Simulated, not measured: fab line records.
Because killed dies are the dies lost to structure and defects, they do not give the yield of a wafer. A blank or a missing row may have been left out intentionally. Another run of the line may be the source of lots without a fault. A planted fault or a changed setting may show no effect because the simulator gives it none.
Which of the tools did it? :: flow n5Finfet :: 11 lots, 33 wafers sampled, at 5 steps of a route of 1938

WHAT EACH GAUGE READ, for each wafer
N5_STI_FIN_REVEAL_INSPECT_13: inspects for defects (darkfield).
lot: L212
measured: day 2 13:28
on: defectInspect-01
rawDefectCount: 9 10 7

lot: L213
measured: day 2 19:13
on: defectInspect-02
rawDefectCount: 18 7 15

lot: L216
measured: day 3 15:12
on: defectInspect-01
rawDefectCount: 12 16 14

lot: L217
measured: day 3 21:58
on: defectInspect-01
rawDefectCount: 10 8 15

lot: L218
measured: day 4 01:30
on: defectInspect-02
rawDefectCount: 8 15 22

lot: L220
measured: day 4 11:59
on: defectInspect-01
rawDefectCount: 15 7 15

lot: L223
measured: day 5 07:37
on: defectInspect-02
rawDefectCount: 8 8 11

lot: L224
measured: day 5 16:55
on: defectInspect-02
rawDefectCount: 6 13 14

lot: L231
measured: day 7 06:51
on: defectInspect-02
rawDefectCount: 674 663 706

lot: L234
measured: day 8 02:11
on: defectInspect-01
rawDefectCount: 625 699 690

lot: L235
measured: day 8 09:25
on: defectInspect-01
rawDefectCount: 18 15 18

TOOL THAT RAN EACH LOT (tool first, then ch and the chambers of the sampled wafers, then the start)
lot: L212
N5_FIN_CUT_CUT_ETCH_27: rieDiel-05 ch 2,3, day 2 04:20
N5_STI_FIN_REVEAL_ALD_14: aldSin-03 ch 0,1,2, day 2 04:51
N5_STI_FIN_REVEAL_DENSIFY_30: rtpAnneal-02 ch 0, day 2 10:13
N5_STI_FIN_REVEAL_ETCH_34: rieSi-01 ch 1,2, day 2 12:46

lot: L213
N5_FIN_CUT_CUT_ETCH_27: rieDiel-05 ch 1,2,3, day 2 09:23
N5_STI_FIN_REVEAL_ALD_14: aldSin-03 ch 0,1,3, day 2 09:54
N5_STI_FIN_REVEAL_DENSIFY_30: rtpAnneal-01 ch 0, day 2 15:28
N5_STI_FIN_REVEAL_ETCH_34: rieSi-01 ch 2,3, day 2 18:32

lot: L216
N5_FIN_CUT_CUT_ETCH_27: rieDiel-04 ch 0,2, day 3 03:15
N5_STI_FIN_REVEAL_ALD_14: aldSin-01 ch 0,2, day 3 05:56
N5_STI_FIN_REVEAL_DENSIFY_30: rtpAnneal-02 ch 0, day 3 11:59
N5_STI_FIN_REVEAL_ETCH_34: rieSi-01 ch 0,1,3, day 3 14:30

lot: L217
N5_FIN_CUT_CUT_ETCH_27: rieDiel-04 ch 0,1,2, day 3 10:37
N5_STI_FIN_REVEAL_ALD_14: aldSin-03 ch 1,2, day 3 12:18
N5_STI_FIN_REVEAL_DENSIFY_30: rtpAnneal-02 ch 0, day 3 18:41
N5_STI_FIN_REVEAL_ETCH_34: rieSi-01 ch 0,1,3, day 3 21:16

lot: L218
N5_FIN_CUT_CUT_ETCH_27: rieDiel-03 ch 1,2, day 3 16:18
N5_STI_FIN_REVEAL_ALD_14: aldSin-01 ch 0,1,2, day 3 16:49
N5_STI_FIN_REVEAL_DENSIFY_30: rtpAnneal-02 ch 0, day 3 22:10
N5_STI_FIN_REVEAL_ETCH_34: rieSi-05 ch 1,2,3, day 4 00:48

lot: L220
N5_FIN_CUT_CUT_ETCH_27: rieDiel-05 ch 1,3, day 4 02:47
N5_STI_FIN_REVEAL_ALD_14: aldSin-03 ch 0,3, day 4 03:20
N5_STI_FIN_REVEAL_DENSIFY_30: rtpAnneal-01 ch 0, day 4 08:43
N5_STI_FIN_REVEAL_ETCH_34: rieSi-05 ch 1,2, day 4 11:17

lot: L223
N5_FIN_CUT_CUT_ETCH_27: rieDiel-03 ch 0,1,3, day 4 22:10
N5_STI_FIN_REVEAL_ALD_14: aldSin-03 ch 0,1,3, day 4 22:58
N5_STI_FIN_REVEAL_DENSIFY_30: rtpAnneal-01 ch 0, day 5 04:22
N5_STI_FIN_REVEAL_ETCH_34: rieSi-04 ch 0,2,3, day 5 06:55

lot: L224
N5_FIN_CUT_CUT_ETCH_27: rieDiel-04 ch 0,1,2, day 5 06:35
N5_STI_FIN_REVEAL_ALD_14: aldSin-04 ch 0,1,2, day 5 08:19
N5_STI_FIN_REVEAL_DENSIFY_30: rtpAnneal-02 ch 0, day 5 13:40
N5_STI_FIN_REVEAL_ETCH_34: rieSi-01 ch 0,1, day 5 16:14

lot: L231
N5_FIN_CUT_CUT_ETCH_27: rieDiel-03 ch 0,1,3, day 6 21:27
N5_STI_FIN_REVEAL_ALD_14: aldSin-04 ch 0,1,3, day 6 21:58
N5_STI_FIN_REVEAL_DENSIFY_30: rtpAnneal-01 ch 0, day 7 03:35
N5_STI_FIN_REVEAL_ETCH_34: rieSi-05 ch 0,1,2, day 7 06:08

lot: L234
N5_FIN_CUT_CUT_ETCH_27: rieDiel-05 ch 0,1, day 7 16:55
N5_STI_FIN_REVEAL_ALD_14: aldSin-04 ch 0,2, day 7 17:26
N5_STI_FIN_REVEAL_DENSIFY_30: rtpAnneal-02 ch 0, day 7 22:53
N5_STI_FIN_REVEAL_ETCH_34: rieSi-05 ch 0,1,2, day 8 01:29

lot: L235
N5_FIN_CUT_CUT_ETCH_27: rieDiel-05 ch 2,3, day 7 23:35
N5_STI_FIN_REVEAL_ALD_14: aldSin-04 ch 0,3, day 8 00:06
N5_STI_FIN_REVEAL_DENSIFY_30: rtpAnneal-02 ch 0, day 8 06:12
N5_STI_FIN_REVEAL_ETCH_34: rieSi-01 ch 0,1,3, day 8 08:43
- N5_FIN_CUT_CUT_ETCH_27: etches SiO2 in CHF3/O2, target depth 4 nm, overetch 2 nm, time 4.9 s.
- N5_STI_FIN_REVEAL_ALD_14: deposits Si3N4, target thk 3 nm.
- N5_STI_FIN_REVEAL_DENSIFY_30
- N5_STI_FIN_REVEAL_ETCH_34: etches Si in H2, material Si, target depth 0.97 nm.

AS READ BY THE TOOLS THEMSELVES (means over the sampled wafers that have a number; for cases with no such wafer, the mark the record gives instead)
N5_FIN_CUT_CUT_ETCH_27.
lot: L212
tool: rieDiel-05
drypumpMotorCurrentA (A): 5.4
oesProductAu (a.u.): 0.55
rfVppV (V): 525
showerheadPlenumPTorr (Torr): 2.31
throttleValvePct (%): 19.08

lot: L213
tool: rieDiel-05
drypumpMotorCurrentA (A): 5.6
oesProductAu (a.u.): 0.61
rfVppV (V): 527
showerheadPlenumPTorr (Torr): 2.41
throttleValvePct (%): 18.97

lot: L216
tool: rieDiel-04
drypumpMotorCurrentA (A): 5.2
oesProductAu (a.u.): 0.60
rfVppV (V): 528
showerheadPlenumPTorr (Torr): 2.38
throttleValvePct (%): 18.61

lot: L217
tool: rieDiel-04
drypumpMotorCurrentA (A): 5.1
oesProductAu (a.u.): 0.60
rfVppV (V): 526
showerheadPlenumPTorr (Torr): 2.42
throttleValvePct (%): 18.85

lot: L218
tool: rieDiel-03
drypumpMotorCurrentA (A): 6.1
oesProductAu (a.u.): 0.58
rfVppV (V): 525
showerheadPlenumPTorr (Torr): 2.43
throttleValvePct (%): 18.89

lot: L220
tool: rieDiel-05
drypumpMotorCurrentA (A): 5.8
oesProductAu (a.u.): 0.73
rfVppV (V): 528
showerheadPlenumPTorr (Torr): 2.49
throttleValvePct (%): 18.77

lot: L223
tool: rieDiel-03
drypumpMotorCurrentA (A): 5.7
oesProductAu (a.u.): 0.59
rfVppV (V): 519
showerheadPlenumPTorr (Torr): 2.38
throttleValvePct (%): 19.13

lot: L224
tool: rieDiel-04
drypumpMotorCurrentA (A): 5.1
oesProductAu (a.u.): 0.59
rfVppV (V): 527
showerheadPlenumPTorr (Torr): 2.41
throttleValvePct (%): 18.87

lot: L231
tool: rieDiel-03
drypumpMotorCurrentA (A): 5.7
oesProductAu (a.u.): 0.59
rfVppV (V): 520
showerheadPlenumPTorr (Torr): 2.37
throttleValvePct (%): 19.16

lot: L234
tool: rieDiel-05
drypumpMotorCurrentA (A): 5.7
oesProductAu (a.u.): 0.67
rfVppV (V): 526
showerheadPlenumPTorr (Torr): 2.55
throttleValvePct (%): 18.89

lot: L235
tool: rieDiel-05
drypumpMotorCurrentA (A): 5.4
oesProductAu (a.u.): 0.73
rfVppV (V): 531
showerheadPlenumPTorr (Torr): 2.49
throttleValvePct (%): 18.74

N5_STI_FIN_REVEAL_ALD_14.
lot: L212
tool: aldSin-03
heaterPowerW (W): 861

lot: L213
tool: aldSin-03
heaterPowerW (W): 799

lot: L216
tool: aldSin-01
heaterPowerW (W): 904

lot: L217
tool: aldSin-03
heaterPowerW (W): 846

lot: L218
tool: aldSin-01
heaterPowerW (W): 960

lot: L220
tool: aldSin-03
heaterPowerW (W): 793

lot: L223
tool: aldSin-03
heaterPowerW (W): 808

lot: L224
tool: aldSin-04
heaterPowerW (W): 889

lot: L231
tool: aldSin-04
heaterPowerW (W): 858

lot: L234
tool: aldSin-04
heaterPowerW (W): 902

lot: L235
tool: aldSin-04
heaterPowerW (W): 858

N5_STI_FIN_REVEAL_DENSIFY_30.
lot: L212
tool: rtpAnneal-02
lampPowerPct (%): 11.57

lot: L213
tool: rtpAnneal-01
lampPowerPct (%): 11.52

lot: L216
tool: rtpAnneal-02
lampPowerPct (%): 11.48

lot: L217
tool: rtpAnneal-02
lampPowerPct (%): 11.52

lot: L218
tool: rtpAnneal-02
lampPowerPct (%): 11.56

lot: L220
tool: rtpAnneal-01
lampPowerPct (%): 11.53

lot: L223
tool: rtpAnneal-01
lampPowerPct (%): 11.48

lot: L224
tool: rtpAnneal-02
lampPowerPct (%): 11.55

lot: L231
tool: rtpAnneal-01
lampPowerPct (%): 11.53

lot: L234
tool: rtpAnneal-02
lampPowerPct (%): 11.60

lot: L235
tool: rtpAnneal-02
lampPowerPct (%): 11.54

N5_STI_FIN_REVEAL_ETCH_34.
lot: L212
tool: rieSi-01
drypumpMotorCurrentA (A): 5.5
oesProductAu (a.u.): 1.022
throttleValvePct (%): 25.9

lot: L213
tool: rieSi-01
drypumpMotorCurrentA (A): 5.6
oesProductAu (a.u.): 1.009
throttleValvePct (%): 25.6

lot: L216
tool: rieSi-01
drypumpMotorCurrentA (A): 5.8
oesProductAu (a.u.): 1.018
throttleValvePct (%): 26.1

lot: L217
tool: rieSi-01
drypumpMotorCurrentA (A): 5.8
oesProductAu (a.u.): 1.015
throttleValvePct (%): 26.0

lot: L218
tool: rieSi-05
drypumpMotorCurrentA (A): 5.8
oesProductAu (a.u.): 0.991
throttleValvePct (%): 25.4

lot: L220
tool: rieSi-05
drypumpMotorCurrentA (A): 5.6
oesProductAu (a.u.): 0.994
throttleValvePct (%): 25.8

lot: L223
tool: rieSi-04
drypumpMotorCurrentA (A): 5.0
oesProductAu (a.u.): 1.004
throttleValvePct (%): 25.6

lot: L224
tool: rieSi-01
drypumpMotorCurrentA (A): 5.9
oesProductAu (a.u.): 0.989
throttleValvePct (%): 25.9

lot: L231
tool: rieSi-05
drypumpMotorCurrentA (A): 6.0
oesProductAu (a.u.): 1.005
throttleValvePct (%): 25.4

lot: L234
tool: rieSi-05
drypumpMotorCurrentA (A): 6.0
oesProductAu (a.u.): 1.002
throttleValvePct (%): 25.4

lot: L235
tool: rieSi-01
drypumpMotorCurrentA (A): 5.8
oesProductAu (a.u.): 1.011
throttleValvePct (%): 26.1

THE ANSWER, worked out from the rows above alone
Rule: what is usual is taken from the lots themselves. Put in order of their means at a reading, lots are off if they are a third of the lots or fewer, leave a main group of 4 or more, and stand apart from it by a gap of 3 or more times the standard deviation of the main group's means; of several such gaps the widest counts. A main group is skipped when, at the precision printed for the reading in the tables above, its means are all equal. Also off: a lot with no number at a reading for which 4 or more lots have one. Where the step has rows for the other lots, those lots are counted as sound. The gauges are gone through in route order, then the tools' own readings, and for those a lot's mean is taken as printed above. At the first step where some lot is off, the reading lying furthest off is the one used; lots without a number count as furthest.
Off, at N5_STI_FIN_REVEAL_INSPECT_13 on rawDefectCount: L231, L234. Main group: mean 12, sd 2.6.
A tool fits if, at a process step before that reading, it ran every lot that is off, and no sound lot after the first of them. Those tools and the gauges at N5_STI_FIN_REVEAL_INSPECT_13 are tried in the same way. One fits: N5_STI_FIN_REVEAL_ETCH_34 on rieSi-05. Its last sound lot is L220 (day 4 11:17), its first lot that is off L231 (day 7 06:08): a fault that began between those two fits.

WHAT THE SIMULATOR HAD INSERTED
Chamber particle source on rieSi-05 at N5_STI_FIN_REVEAL_ETCH_34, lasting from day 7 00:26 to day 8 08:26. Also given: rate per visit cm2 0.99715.
Shown lots that were struck: L231, L234. The rule above reached the same finding.
